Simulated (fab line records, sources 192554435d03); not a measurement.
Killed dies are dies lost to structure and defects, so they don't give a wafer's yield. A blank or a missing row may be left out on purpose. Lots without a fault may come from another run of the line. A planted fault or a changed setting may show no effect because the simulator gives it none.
Chamber matching | flow n5_finfet | N5_FIN_SAQP_PECVD_06 on pecvd-04: 3 sister chambers
The step deposits a-Si from SiH4/He, target thk 60 nm, time 48.1 s. 3 wafers are shown with their chamber, then 10 later ones without.

WAFERS WITH THEIR CHAMBER
wafer  | chamber | showerhead_plenum_p_Torr (Torr)
L080.6 | 0       | 5.64
L088.2 | 1       | 5.82
L088.5 | 2       | 5.67

WAFERS WITHOUT THEIR CHAMBER
wafer  | showerhead_plenum_p_Torr (Torr)
L088.6 | 5.65
L092.2 | 5.67
L092.5 | 5.66
L092.6 | 5.82
L095.2 | 5.81
L095.4 | 5.64
L095.5 | 5.65
L096.1 | 5.66
L096.2 | 5.65
L096.4 | 5.67

WHICH CHAMBER EACH WENT THROUGH
wafer  | from the rows above     | in truth
L088.6 | can't be placed: 0 or 2 | 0
L092.2 | 2                       | 2
L092.5 | can't be placed: 2 or 0 | 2
L092.6 | 1                       | 1
L095.2 | 1                       | 1
L095.4 | 0                       | 0
L095.5 | can't be placed: 0 or 2 | 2
L096.1 | can't be placed: 2 or 0 | 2
L096.2 | can't be placed: 0 or 2 | 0
L096.4 | 2                       | 2
Placed correctly: 5 of 10. Can't be placed from these rows: 5 (the true chamber is among the candidates in 5). Placed wrongly: 0.
How it was worked out, from the rows above alone: a wafer's distance from a chamber is the root of the sum, over the readings, of the square of ((its reading less the chamber's mean) divided by the reading's scatter). The wafer belongs to the nearest chamber; if the next one is less than 2 further off, it can't be placed. A chamber's mean is the mean of its shown wafers. The scatter: with one shown wafer a chamber, the root of the mean of the squares of how far each hidden wafer lies from its nearest shown one.
